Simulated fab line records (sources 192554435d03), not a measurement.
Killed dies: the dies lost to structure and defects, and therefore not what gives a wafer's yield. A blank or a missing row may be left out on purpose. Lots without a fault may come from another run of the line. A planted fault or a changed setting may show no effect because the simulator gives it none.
Which tool is to blame? || flow n5Finfet || 10 lots with 30 wafers sampled at 5 steps, on a route of 1938 steps

== WHAT THE GAUGES READ, wafer by wafer ==
N5_WELL_APT_OVL_MEAS_09. Usual: NWELL_OVL typically reads -3 nm, with standard deviation 5.1.
{"lot": "L170", "measured": "day 2 01:52", "on": "overlay-01", "NWELL_OVL (nm)": "-5 6 -1", "flag": ""}
{"lot": "L173", "measured": "day 2 19:35", "on": "overlay-02", "NWELL_OVL (nm)": "-3 -6 -1", "flag": ""}
{"lot": "L175", "measured": "day 3 07:43", "on": "overlay-02", "NWELL_OVL (nm)": "-6 -8 -3", "flag": ""}
{"lot": "L176", "measured": "day 3 13:58", "on": "overlay-01", "NWELL_OVL (nm)": "-6 2 -5", "flag": ""}
{"lot": "L177", "measured": "day 3 19:35", "on": "overlay-02", "NWELL_OVL (nm)": "-7 -6 0", "flag": ""}
{"lot": "L179", "measured": "day 4 07:46", "on": "overlay-01", "NWELL_OVL (nm)": "6 0 3", "flag": ""}
{"lot": "L181", "measured": "day 4 19:46", "on": "overlay-02", "NWELL_OVL (nm)": "0 -2 -3", "flag": ""}
{"lot": "L184", "measured": "day 5 14:28", "on": "overlay-02", "NWELL_OVL (nm)": "-4 0 -1", "flag": ""}
{"lot": "L186", "measured": "day 6 01:51", "on": "overlay-01", "NWELL_OVL (nm)": "-2 3 8", "flag": ""}
{"lot": "L191", "measured": "day 7 07:52", "on": "overlay-02", "NWELL_OVL (nm)": "-9 2 7", "flag": ""}

N5_WELL_APT_INSPECT_27: inspects for defects (macro). Usual: 2.0 for rawDefectCount, sd 1.4.
{"lot": "L170", "measured": "day 2 03:13", "on": "defectInspect-01", "rawDefectCount": "3 3 5", "flag": ""}
{"lot": "L173", "measured": "day 2 20:52", "on": "defectInspect-01", "rawDefectCount": "2 3 3", "flag": ""}
{"lot": "L175", "measured": "day 3 08:52", "on": "defectInspect-02", "rawDefectCount": "2 7 2", "flag": ""}
{"lot": "L176", "measured": "day 3 15:16", "on": "defectInspect-02", "rawDefectCount": "3 2 2", "flag": ""}
{"lot": "L177", "measured": "day 3 21:02", "on": "defectInspect-02", "rawDefectCount": "3 2 3", "flag": ""}
{"lot": "L179", "measured": "day 4 09:02", "on": "defectInspect-02", "rawDefectCount": "2 1 3", "flag": ""}
{"lot": "L181", "measured": "day 4 21:03", "on": "defectInspect-02", "rawDefectCount": "0 0 0", "flag": ""}
{"lot": "L184", "measured": "day 5 15:56", "on": "defectInspect-02", "rawDefectCount": "0 1 4", "flag": ""}
{"lot": "L186", "measured": "day 6 03:17", "on": "defectInspect-01", "rawDefectCount": "2 2 1", "flag": ""}
{"lot": "L191", "measured": "day 7 09:01", "on": "defectInspect-02", "rawDefectCount": "1 2 4", "flag": ""}

N5_BEOL_M4_RC_MEAS_101. Usual: CJ_P 5.81, standard deviation 0.2; DIBL_N 36.5 mV/V, standard deviation 1.8; DIBL_P 36.5 mV/V, standard deviation 2.1; IOFF_N 0.17 nA/um, standard deviation 0.031; IOFF_P 0.22 nA/um, standard deviation 0.036; ION_N 677 uA/um, standard deviation 11; ION_P 463 uA/um, standard deviation 8; SS_N 71.6 mV/dec, standard deviation 0.61; SS_P 73.3 mV/dec, standard deviation 0.63; VT_N 249 mV, standard deviation 3.1; VT_P -250 mV, standard deviation 3.3.
{"lot": "L170", "measured": "day 8 12:54", "on": "prober-01", "CJ_P": "5.68 5.44 5.46", "DIBL_N (mV/V)": "34.9 37.1 34.9", "DIBL_P (mV/V)": "36.3 39.6 36.8", "IOFF_N (nA/um)": "0.16 0.19 0.16", "IOFF_P (nA/um)": "0.17 0.23 0.18", "ION_N (uA/um)": "684 679 673", "ION_P (uA/um)": "455 464 457", "SS_N (mV/dec)": "71.6 71.9 71.8", "SS_P (mV/dec)": "73.8 74.0 72.7", "VT_N (mV)": "249 246 249", "VT_P (mV)": "-252 -251 -255", "flag": ""}
{"lot": "L173", "measured": "day 9 10:14", "on": "prober-01", "CJ_P": "5.64 6.18 6.12", "DIBL_N (mV/V)": "38.5 34.7 36.1", "DIBL_P (mV/V)": "38.5 34.7 35.5", "IOFF_N (nA/um)": "0.21 0.14 0.15", "IOFF_P (nA/um)": "0.26 0.20 0.20", "ION_N (uA/um)": "694 681 679", "ION_P (uA/um)": "476 468 469", "SS_N (mV/dec)": "72.0 71.0 71.7", "SS_P (mV/dec)": "73.7 72.8 73.1", "VT_N (mV)": "242 250 250", "VT_P (mV)": "-245 -248 -249", "flag": ""}
{"lot": "L175", "measured": "day 9 19:58", "on": "prober-01", "CJ_P": "5.74 5.39 5.75", "DIBL_N (mV/V)": "36.8 33.8 35.6", "DIBL_P (mV/V)": "35.8 32.8 34.7", "IOFF_N (nA/um)": "0.16 0.12 0.15", "IOFF_P (nA/um)": "0.21 0.16 0.19", "ION_N (uA/um)": "675 673 670", "ION_P (uA/um)": "460 459 461", "SS_N (mV/dec)": "71.4 71.0 71.0", "SS_P (mV/dec)": "73.3 72.4 72.5", "VT_N (mV)": "248 251 249", "VT_P (mV)": "-249 -254 -248", "flag": ""}
{"lot": "L176", "measured": "day 10 03:37", "on": "prober-02", "CJ_P": "5.76 5.73 5.90", "DIBL_N (mV/V)": "35.0 35.3 36.3", "DIBL_P (mV/V)": "34.7 34.6 35.7", "IOFF_N (nA/um)": "0.15 0.16 0.16", "IOFF_P (nA/um)": "0.20 0.20 0.21", "ION_N (uA/um)": "676 677 678", "ION_P (uA/um)": "462 465 462", "SS_N (mV/dec)": "71.1 70.5 71.2", "SS_P (mV/dec)": "73.3 72.5 73.3", "VT_N (mV)": "247 246 250", "VT_P (mV)": "-251 -251 -251", "flag": ""}
{"lot": "L177", "measured": "day 10 03:55", "on": "prober-01", "CJ_P": "5.61 5.87 5.65", "DIBL_N (mV/V)": "35.8 34.3 36.0", "DIBL_P (mV/V)": "36.4 34.1 36.2", "IOFF_N (nA/um)": "0.17 0.15 0.17", "IOFF_P (nA/um)": "0.23 0.21 0.24", "ION_N (uA/um)": "672 671 672", "ION_P (uA/um)": "466 465 467", "SS_N (mV/dec)": "71.5 70.8 71.8", "SS_P (mV/dec)": "73.6 72.8 74.1", "VT_N (mV)": "248 246 248", "VT_P (mV)": "-248 -248 -245", "flag": ""}
{"lot": "L179", "measured": "day 11 03:36", "on": "prober-02", "CJ_P": "5.91 6.13 6.07", "DIBL_N (mV/V)": "35.7 35.7 38.2", "DIBL_P (mV/V)": "35.2 35.7 37.1", "IOFF_N (nA/um)": "0.16 0.16 0.19", "IOFF_P (nA/um)": "0.19 0.20 0.22", "ION_N (uA/um)": "669 676 681", "ION_P (uA/um)": "458 461 461", "SS_N (mV/dec)": "71.8 71.6 71.7", "SS_P (mV/dec)": "72.9 73.1 73.4", "VT_N (mV)": "249 248 249", "VT_P (mV)": "-252 -251 -252", "flag": ""}
{"lot": "L181", "measured": "day 11 07:36", "on": "prober-02", "CJ_P": "5.60 5.74 5.85", "DIBL_N (mV/V)": "38.1 38.4 34.5", "DIBL_P (mV/V)": "37.8 38.9 34.7", "IOFF_N (nA/um)": "0.17 0.19 0.12", "IOFF_P (nA/um)": "0.20 0.23 0.16", "ION_N (uA/um)": "675 684 672", "ION_P (uA/um)": "452 464 462", "SS_N (mV/dec)": "72.2 72.9 71.4", "SS_P (mV/dec)": "73.4 74.0 73.6", "VT_N (mV)": "251 248 252", "VT_P (mV)": "-251 -251 -255", "flag": ""}
{"lot": "L184", "measured": "day 12 07:37", "on": "prober-01", "CJ_P": "5.09 5.30 5.46", "DIBL_N (mV/V)": "36.3 35.7 38.1", "DIBL_P (mV/V)": "36.8 34.8 38.8", "IOFF_N (nA/um)": "0.15 0.13 0.18", "IOFF_P (nA/um)": "0.21 0.17 0.24", "ION_N (uA/um)": "667 663 690", "ION_P (uA/um)": "457 461 464", "SS_N (mV/dec)": "71.2 70.9 71.9", "SS_P (mV/dec)": "73.0 72.3 73.2", "VT_N (mV)": "251 252 249", "VT_P (mV)": "-250 -252 -249", "flag": ""}
{"lot": "L186", "measured": "day 12 13:29", "on": "prober-02", "CJ_P": "5.38 5.07 5.49", "DIBL_N (mV/V)": "38.7 35.6 38.0", "DIBL_P (mV/V)": "39.6 35.5 37.8", "IOFF_N (nA/um)": "0.19 0.13 0.17", "IOFF_P (nA/um)": "0.25 0.19 0.23", "ION_N (uA/um)": "680 669 669", "ION_P (uA/um)": "469 461 461", "SS_N (mV/dec)": "71.8 71.8 72.6", "SS_P (mV/dec)": "73.7 73.0 73.2", "VT_N (mV)": "247 253 249", "VT_P (mV)": "-249 -252 -249", "flag": ""}
{"lot": "L191", "measured": "day 14 23:12", "on": "prober-01", "CJ_P": "5.72 6.18 5.86", "DIBL_N (mV/V)": "37.0 40.1 38.5", "DIBL_P (mV/V)": "35.4 39.8 38.1", "IOFF_N (nA/um)": "0.15 0.20 0.18", "IOFF_P (nA/um)": "0.20 0.28 0.25", "ION_N (uA/um)": "662 673 667", "ION_P (uA/um)": "456 465 461", "SS_N (mV/dec)": "72.7 72.6 71.9", "SS_P (mV/dec)": "72.6 74.4 73.8", "VT_N (mV)": "253 251 248", "VT_P (mV)": "-251 -245 -247", "flag": ""}

== TOOL THAT RAN EACH LOT (tool first, then ch and the chambers of the sampled wafers, then the start) ==
{"lot": "L170", "N5_ZERO_LAYER_STRIP_24": "plasmaAsher-01 ch 0,1, day 2 01:04", "N5_WELL_APT_IMPLANT_15": "implanter-02 ch 0, day 2 02:19"}
{"lot": "L173", "N5_ZERO_LAYER_STRIP_24": "plasmaAsher-01 ch 0,1, day 2 18:55", "N5_WELL_APT_IMPLANT_15": "implanter-01 ch 0, day 2 19:59"}
{"lot": "L175", "N5_ZERO_LAYER_STRIP_24": "plasmaAsher-01 ch 0, day 3 07:01", "N5_WELL_APT_IMPLANT_15": "implanter-02 ch 0, day 3 08:03"}
{"lot": "L176", "N5_ZERO_LAYER_STRIP_24": "plasmaAsher-01 ch 0,1, day 3 13:14", "N5_WELL_APT_IMPLANT_15": "implanter-01 ch 0, day 3 14:19"}
{"lot": "L177", "N5_ZERO_LAYER_STRIP_24": "plasmaAsher-01 ch 0,1, day 3 18:53", "N5_WELL_APT_IMPLANT_15": "implanter-01 ch 0, day 3 20:08"}
{"lot": "L179", "N5_ZERO_LAYER_STRIP_24": "plasmaAsher-01 ch 0,1, day 4 06:57", "N5_WELL_APT_IMPLANT_15": "implanter-02 ch 0, day 4 08:09"}
{"lot": "L181", "N5_ZERO_LAYER_STRIP_24": "plasmaAsher-01 ch 0,1, day 4 19:03", "N5_WELL_APT_IMPLANT_15": "implanter-01 ch 0, day 4 20:16"}
{"lot": "L184", "N5_ZERO_LAYER_STRIP_24": "plasmaAsher-02 ch 0, day 5 13:38", "N5_WELL_APT_IMPLANT_15": "implanter-02 ch 0, day 5 14:51"}
{"lot": "L186", "N5_ZERO_LAYER_STRIP_24": "plasmaAsher-01 ch 0,1, day 6 01:10", "N5_WELL_APT_IMPLANT_15": "implanter-02 ch 0, day 6 02:23"}
{"lot": "L191", "N5_ZERO_LAYER_STRIP_24": "plasmaAsher-02 ch 0,1, day 7 07:02", "N5_WELL_APT_IMPLANT_15": "implanter-01 ch 0, day 7 08:14"}
- N5_ZERO_LAYER_STRIP_24: strips in O2.
- N5_WELL_APT_IMPLANT_15

== AS READ BY THE TOOLS THEMSELVES (means over the sampled wafers that have a number; for cases with no such wafer, the mark the record gives instead) ==
N5_ZERO_LAYER_STRIP_24. Usual: drypumpMotorCurrentA 5.7 A, standard deviation 0.31; heaterPowerW 323 W, standard deviation 30; oesProductAu 0.647 a.u., standard deviation 0.0044; stripTimeToEndpointS 43.85 s, standard deviation 0.087.
{"lot": "L170", "tool": "plasmaAsher-01", "drypumpMotorCurrentA (A)": 5.8, "heaterPowerW (W)": 316, "oesProductAu (a.u.)": 0.648, "stripTimeToEndpointS (s)": 43.82, "flag": ""}
{"lot": "L173", "tool": "plasmaAsher-01", "drypumpMotorCurrentA (A)": 5.8, "heaterPowerW (W)": 308, "oesProductAu (a.u.)": 0.649, "stripTimeToEndpointS (s)": 43.83, "flag": ""}
{"lot": "L175", "tool": "plasmaAsher-01", "drypumpMotorCurrentA (A)": 5.7, "heaterPowerW (W)": 296, "oesProductAu (a.u.)": 0.649, "stripTimeToEndpointS (s)": 43.92, "flag": ""}
{"lot": "L176", "tool": "plasmaAsher-01", "drypumpMotorCurrentA (A)": 5.8, "heaterPowerW (W)": 319, "oesProductAu (a.u.)": 0.647, "stripTimeToEndpointS (s)": 44.03, "flag": ""}
{"lot": "L177", "tool": "plasmaAsher-01", "drypumpMotorCurrentA (A)": 5.8, "heaterPowerW (W)": 303, "oesProductAu (a.u.)": 0.649, "stripTimeToEndpointS (s)": 43.80, "flag": ""}
{"lot": "L179", "tool": "plasmaAsher-01", "drypumpMotorCurrentA (A)": 5.8, "heaterPowerW (W)": 310, "oesProductAu (a.u.)": 0.641, "stripTimeToEndpointS (s)": 43.91, "flag": ""}
{"lot": "L181", "tool": "plasmaAsher-01", "drypumpMotorCurrentA (A)": 5.8, "heaterPowerW (W)": 313, "oesProductAu (a.u.)": 0.651, "stripTimeToEndpointS (s)": 43.90, "flag": ""}
{"lot": "L184", "tool": "plasmaAsher-02", "drypumpMotorCurrentA (A)": 5.9, "heaterPowerW (W)": 385, "oesProductAu (a.u.)": 0.647, "stripTimeToEndpointS (s)": 43.90, "flag": ""}
{"lot": "L186", "tool": "plasmaAsher-01", "drypumpMotorCurrentA (A)": 5.8, "heaterPowerW (W)": 305, "oesProductAu (a.u.)": 0.648, "stripTimeToEndpointS (s)": 43.66, "flag": ""}
{"lot": "L191", "tool": "plasmaAsher-02", "drypumpMotorCurrentA (A)": 5.3, "heaterPowerW (W)": 339, "oesProductAu (a.u.)": 0.644, "stripTimeToEndpointS (s)": 43.87, "flag": ""}

N5_WELL_APT_IMPLANT_15. Usual: doseIonsCm2 1.4998e+13, standard deviation 1.5e+10; faradayCurrentUA 190, standard deviation 4; rotationDeg -0.003 degrees, standard deviation 0.02.
{"lot": "L170", "tool": "implanter-02", "doseIonsCm2": 1.5012e+13, "faradayCurrentUA": 191, "rotationDeg (degrees)": -0.022, "flag": ""}
{"lot": "L173", "tool": "implanter-01", "doseIonsCm2": 1.4996e+13, "faradayCurrentUA": 188, "rotationDeg (degrees)": -0.031, "flag": ""}
{"lot": "L175", "tool": "implanter-02", "doseIonsCm2": 1.4986e+13, "faradayCurrentUA": 188, "rotationDeg (degrees)": -0.007, "flag": ""}
{"lot": "L176", "tool": "implanter-01", "doseIonsCm2": 1.5001e+13, "faradayCurrentUA": 193, "rotationDeg (degrees)": -0.006, "flag": ""}
{"lot": "L177", "tool": "implanter-01", "doseIonsCm2": 1.4995e+13, "faradayCurrentUA": 188, "rotationDeg (degrees)": -0.002, "flag": ""}
{"lot": "L179", "tool": "implanter-02", "doseIonsCm2": 1.5000e+13, "faradayCurrentUA": 188, "rotationDeg (degrees)": -0.005, "flag": ""}
{"lot": "L181", "tool": "implanter-01", "doseIonsCm2": 1.4990e+13, "faradayCurrentUA": 191, "rotationDeg (degrees)": 0.016, "flag": ""}
{"lot": "L184", "tool": "implanter-02", "doseIonsCm2": 1.1784e+13, "faradayCurrentUA": 153, "rotationDeg (degrees)": -0.011, "flag": "OFF"}
{"lot": "L186", "tool": "implanter-02", "doseIonsCm2": 1.1789e+13, "faradayCurrentUA": 151, "rotationDeg (degrees)": -0.010, "flag": "OFF"}
{"lot": "L191", "tool": "implanter-01", "doseIonsCm2": 1.5017e+13, "faradayCurrentUA": 190, "rotationDeg (degrees)": -0.007, "flag": ""}

== THE ANSWER, worked out from the rows above alone ==
Rule: lot off if the mean of its wafers having a number is beyond 3 standard deviations from the usual mean. Also off: a lot with no number at a reading for which 4 or more lots have one. The other lots that the step has rows for count as sound. The gauges are gone through in route order, then the tools' own readings, and for those a lot's mean is taken as printed above. At the first step where some lot is off, the reading lying furthest off is the one used; lots without a number count as furthest.
Off at N5_WELL_APT_IMPLANT_15 (doseIonsCm2): L184, L186.
If a tool, at that step or one of the process steps before it, ran each lot that is off and ran no sound lot following the first of them, it fits. One candidate fits, namely implanter-02 at N5_WELL_APT_IMPLANT_15. A fault onset in the window from L179 (day 4 08:09, its last sound lot) to L184 (day 5 14:51, its first lot off) fits.
The tool's own readings at N5_WELL_APT_IMPLANT_15 bear it out: on the lots that are off they differ by more than 5 times the standard deviation of the sound lots' means. doseIonsCm2 reads 1.1786e+13 there against 1.5000e+13 on the sound lots; faradayCurrentUA reads 152 there against 190 on the sound lots.

== WHAT THE SIMULATOR HAD PUT IN ==
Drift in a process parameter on implanter-02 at N5_WELL_APT_IMPLANT_15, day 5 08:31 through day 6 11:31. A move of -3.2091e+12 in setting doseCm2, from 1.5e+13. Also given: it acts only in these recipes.
Lots struck among those shown: L184, L186. The rule above found the same.
